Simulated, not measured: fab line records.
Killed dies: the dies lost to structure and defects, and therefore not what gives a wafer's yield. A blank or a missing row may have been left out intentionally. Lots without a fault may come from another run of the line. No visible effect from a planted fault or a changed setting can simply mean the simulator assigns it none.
Struck lot and sound lot, side by side | flow n5_finfet | 37 out of 1938 route steps
Sound: these wafers, L468.3, L468.5, L468.6. Wafers struck: L471.1, L471.3, L471.4. Last of all comes the cause.
Each step with rows lists, per side, the tool, then ch with its chambers, then its first start. Under that, the readings that differ: sound wafers | struck wafers | difference of the means | sigmas: that difference in standard deviations of wafers without a fault.
alike: words and numbers the same on both sides, and readings whose means are apart by under 2 such deviations; not compared: readings that were withheld, readings missing a value for some wafer, numbers with overlapping values and no deviation given by the record, and bounds like >300 which may hide the same value.
Wherever a step has rows on one side only, a row that says differs or no value, or a row with sigmas, the two part there. When numbers do not overlap yet have no deviation, they are printed without sigmas and do not part them. A reading missing from all wafers of one side parts the sides only when that side holds two or more wafers.

first, 9 steps without rows for these wafers: N5_BEOL_M4_ANNEAL_95 (time 240 s); N5_BEOL_M4_SPUTTER_96 (material Cu, target thk 4.5 nm, time 8.29 s); N5_BEOL_M4_ECD_50 (material Cu, target thk 300 nm); N5_BEOL_M4_ANNEAL_51 (time 90 s); N5_BEOL_M4_CMP_52 (polishes, stops on SiOC, t overpolish 6.8 s, target thk 40 nm); N5_BEOL_M4_PRE_CLEAN_60 (time 15 s); N5_BEOL_M4_CO_CAP_55 (material Co, precursor CCTBA/H2, target thk 2 nm, time 102.1 s); N5_BEOL_M4_PRE_CLEAN_56 (time 15 s); N5_BEOL_M4_DEP_57 (deposits SiCN from 3MS/NH3, target thk 8 nm, time 14 s).
N5_BEOL_M4_RC_MEAS_101:
  sound on prober-02 ch 0, day 7 23:16; struck on prober-02 ch 0, day 9 05:05
  alike: DIBL_N, DIBL_P, IOFF_N, IOFF_P, ION_N, ION_P, SS_N, SS_P, VT_N, VT_P
then, 24 steps without rows for these wafers: N5_BEOL_M5_ILD_DEP_00 (deposits SiCOH lowk from DEMS/porogen, target thk 140.64 nm, time 25.9 s); N5_BEOL_M5_CURE_79 (cures SiCOH lowk, time 240 s); N5_BEOL_M5_PECVD_70 (deposits SiO2 from TEOS/O2, target thk 16 nm, time 18 s); N5_BEOL_M5_HM_DEP_02 (deposits TiN, target thk 20 nm); N5_BEOL_M5_COAT_59 (time 60 s, resist thk 60 nm); N5_BEOL_M5_COAT_60 (time 60 s, resist thk 12 nm); N5_BEOL_M5_COAT_71 (time 60 s, resist thk 5 nm); N5_BEOL_M5_COAT_05 (resist thk 30 nm); N5_BEOL_M5_EBR_07; N5_BEOL_M5_SOFTBAKE_06 (time 60 s); N5_BEOL_M5_EXPOSE_08 (exposes mask M5, target cd 28 nm); N5_BEOL_M5_PEB_09 (peb time 60 s); N5_BEOL_M5_DEVELOP_10 (develop time 30 s); N5_BEOL_M5_DESCUM_16 (chemistry O2, time 7 s); N5_BEOL_M5_ETCH_72 (etches underlayer in N2/H2, target depth 6.5 nm, time 5.2 s); N5_BEOL_M5_ETCH_61 (etches SiARC in CF4, target depth 15.6 nm, time 26 s); N5_BEOL_M5_ETCH_62 (etches SOC in N2/H2, target depth 75 nm, overetch 15 nm, time 112.5 s); N5_BEOL_M5_STRIP_63 (strips in N2/H2); N5_BEOL_M5_STRIP_73 (strips in N2/H2); N5_BEOL_M5_STRIP_64 (strips in CF4); N5_BEOL_M5_HM_OPEN_17 (chemistry Cl2/BCl3, target TiN, target depth 20 nm, overetch 6 nm); N5_BEOL_M5_STRIP_19 (strips in O2); N5_BEOL_M5_COAT_65 (time 60 s, resist thk 60 nm); N5_BEOL_M5_COAT_66 (time 60 s, resist thk 12 nm).
N5_BEOL_M6_ETCH_66: etches SOC in N2/H2, target depth 80 nm, overetch 16 nm, time 120 s.
  sound on rie_diel-05 ch 2,3, day 8 17:20; struck on rie_diel-04 ch 0,2,3, day 9 23:53
  no value came back on the struck wafers for any of 7 readings (bias_w (W), chamber_pressure_mTorr (mTorr) and others); on the sound wafers bias_w (W) reads 149.8 150.2 149.7
  reading                                         | sound     | struck   | difference | sigmas
  model.SiARC_of_BEOL_M6_COAT_64.thk_nm (nm)      | 6.2 6.2 6 | 12 12 12 | +6         |
  model.underlayer_of_BEOL_M6_COAT_71.thk_nm (nm) | 0 0 0     | 5 5 5    | +5         |
  not compared: rf_hours_counter_h
N5_BEOL_M6_VIA_ETCH_34: etches SiCOH lowk in C4F6/O2, target depth 126.3 nm, time 50.9 s.
  sound on rie_diel-05 ch 2,3, day 8 17:26; struck on rie_diel-04 ch 0,2,3, day 9 23:59
  reading               | sound          | struck         | difference | sigmas
  oes_product_au (a.u.) | 0.80 0.80 0.77 | 0.27 0.27 0.28 | -0.52      | -7
  alike: C4F6_flow_sccm, O2_flow_sccm, drypump_motor_current_A, rf_vpp_V, showerhead_plenum_p_Torr, throttle_valve_pct
  not compared: rf_hours_counter_h
-- the record jumps here: 4 days lie between the struck wafers' starts before and after (it left off in module BEOL_M6 and takes up again in module PASSIVATION, whose first step shown is number 1936 of the route) --
N5_PASSIVATION_PROBE_49:
  sound: prober-02 at day 12 08:25; struck: prober-02 at day 14 05:35
  reading                  | sound          | struck         | difference | sigmas
  defect_limited_yield (%) | 91.8 91.4 89.9 | 0 0 0          | -91        | -76
  killed_at_M0_to_M3       | 43 60 53       | 33 26 21       | -25        | -3
  killed_at_M4_up          | 7 7 8          | 1094 1083 1097 | +1084      | +99 or more
  killed_dies              | 97 102 119     | 1180 1180 1180 | +1074      | +72
  killed_on_rim            | 13 12 22       | 152 152 152    | +136       | +38
  sort_bin_5_function (%)  | 4.7 5.8 5.0    | 97.2 96.1 97.4 | +91.7      | +99 or more
  sort_n_pass              | 1083 1078 1061 | 0 0 0          | -1074      | -72
  sort_yield_pct (%)       | 91.8 91.4 89.9 | 0 0 0          | -91        | -76
  alike: killed_at_contacts, killed_at_front_end, killed_at_other, killed_open, killed_short, sort_bin_6_memory, sort_bin_8_speed

## WHERE THEY PART
First at N5_BEOL_M6_ETCH_66; last, within this record, at N5_PASSIVATION_PROBE_49.

WHY: what the simulator had put in
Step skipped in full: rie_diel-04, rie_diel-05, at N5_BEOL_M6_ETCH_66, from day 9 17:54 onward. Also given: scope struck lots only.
